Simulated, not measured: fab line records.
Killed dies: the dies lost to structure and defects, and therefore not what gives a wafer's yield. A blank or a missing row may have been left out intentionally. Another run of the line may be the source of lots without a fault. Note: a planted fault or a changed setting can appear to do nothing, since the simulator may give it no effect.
A lot that was struck, set against a sound lot + flow nand harc + 15 steps out of a route of 1302
Sound: wafers L720.1, L720.5, L720.6. Wafers L715.2, L715.5, L715.6 were the ones struck. At the end, the cause is stated.
At each step with rows: each side's tool, then ch and its chambers, then its first start. Under that, the readings that differ: sound wafers + struck wafers + difference of the means + sigmas: that difference in standard deviations of wafers without a fault.
alike: readings with means less than 2 such deviations apart, plus words and numbers identical on both sides. not compared: withheld readings, readings lacking a value on some wafer, bounds such as >300 that could conceal the same value, and numbers that have no deviation in the record and whose values overlap.
The two part at a step that has a row with sigmas, a row that says differs or no value, or rows on one side only. When numbers do not overlap yet have no deviation, they are printed without sigmas and do not part them. Lack of a reading on every wafer of one side parts them only where that side has two or more wafers.

first, 4 steps without rows for these wafers: NHARC_P_BONDPAD_EBR_05; NHARC_P_BONDPAD_EXPOSE_06 (exposes mask P BPAD); NHARC_P_BONDPAD_PEB_07 (peb time 80 s); NHARC_P_BONDPAD_DEVELOP_08 (time 50 s).
NHARC_P_BONDPAD_CD_MEAS_09: the cd target is 500 nm.
  sound on cd sem-03 ch 0, day 13 12:39; struck on cd sem-03 ch 0, day 11 17:10
  alike: cd nm
NHARC_P_BONDPAD_OVL_MEAS_38:
  sound: overlay-01 at day 13 12:44; struck: overlay-01 at day 11 17:14
| reading           | sound    | struck | difference | sigmas |
|-------------------|----------|--------|------------|--------|
| overlay y nm (nm) | -5 -5 -5 | 7 7 8  | +12        | +3     |
  alike: overlay x nm
then, 1 step without rows for these wafers: NHARC_P_BONDPAD_HARDBAKE_10 (time 65 s).
NHARC_P_BONDPAD_DESCUM_11: chemistry O2, time 3 s.
  sound on rie diel-09 ch 2,3, day 13 12:52; struck on rie diel-12 ch 2,3, day 11 17:22
| reading                     | sound       | struck      | difference | sigmas |
|-----------------------------|-------------|-------------|------------|--------|
| drypump motor current A (A) | 6.3 5.8 6.3 | 5.0 5.0 5.7 | -0.9       | -2     |
  alike: oes product au, rf vpp V, showerhead plenum p Torr, throttle valve pct
  not compared: rf hours counter h
NHARC_P_BONDPAD_ETCH_37: etches the open film in N2/H2, target depth 60 nm, overetch 18 nm, time 65.91 s.
  sound on rie diel-09 ch 0,3, day 13 12:58; struck on rie diel-12 ch 1,2, day 11 17:28
  alike: bias w, chamber pressure mTorr, drypump motor current A, oes product au, rf vpp V, showerhead plenum p Torr, throttle valve pct
  not compared: rf hours counter h
NHARC_P_BONDPAD_ETCH_12: etches the open film in CHF3/O2, target depth 200 nm, time 100 s.
  sound on rie diel-09 ch 0,1,2; struck on rie diel-12 ch 2,3
  alike: bias w, chamber pressure mTorr, drypump motor current A, oes product au, rf vpp V, showerhead plenum p Torr, throttle valve pct
  not compared: rf hours counter h
NHARC_P_BONDPAD_CD_MEAS_13:
  sound: cd sem-02 at day 13 13:11; struck: cd sem-03 at day 11 17:41
  alike: cd nm
NHARC_P_BONDPAD_STRIP_15: strips in O2.
  sound on rie diel-09 ch 0,1,2, day 13 13:19; struck on rie diel-09 ch 0,1,2, day 11 17:47
  alike: drypump motor current A, oes product au, rf vpp V, showerhead plenum p Torr, throttle valve pct
  not compared: rf hours counter h
NHARC_P_BONDPAD_ETCH_24: etches the open film in CF4/N2, target depth 30 nm, time 72.99 s.
  sound on rie diel-09 ch 2,3, day 13 13:25; struck on rie diel-09 ch 1,2,3, day 11 17:56
  no value came back on the struck wafers for any of 7 readings (bias w (W), cf4 flow sccm (sccm) and others); on the sound wafers bias w (W) reads 99.8 100.2 100.1
  not compared: rf hours counter h
then, 1 step without rows for these wafers: NHARC_P_BONDPAD_STRIP_16 (strips in post etch residue remover, time 600 s).
-- jump in the record: it breaks off in module P_BONDPAD and resumes in module END (first step shown: number 1302 of the route), and 18 days separate the struck wafers' starts before and after --
NHARC_END_SORT_01:
  sound on prober-01 ch 0, day 30 21:13; struck on prober-01 ch 0, day 29 21:00
| reading                  | sound          | struck      | difference | sigmas      |
|--------------------------|----------------|-------------|------------|-------------|
| defect limited yield (%) | 95.1 94.5 96.8 | 0 0 0       | -95        | -34         |
| killed at periphery      | 1 2 1          | 633 614 617 | +620       | +99 or more |
| killed dies              | 33 37 22       | 677 677 677 | +646       | +34         |
| killed open              | 2 8 6          | 1 0 1       | -5         | -2          |
  alike: killed at array, killed at other, killed short

== WHERE THEY PART ==
Last at NHARC_END_SORT_01 as far as this record goes, first at NHARC_P_BONDPAD_OVL_MEAS_38.

WHY: whatever the simulator had introduced
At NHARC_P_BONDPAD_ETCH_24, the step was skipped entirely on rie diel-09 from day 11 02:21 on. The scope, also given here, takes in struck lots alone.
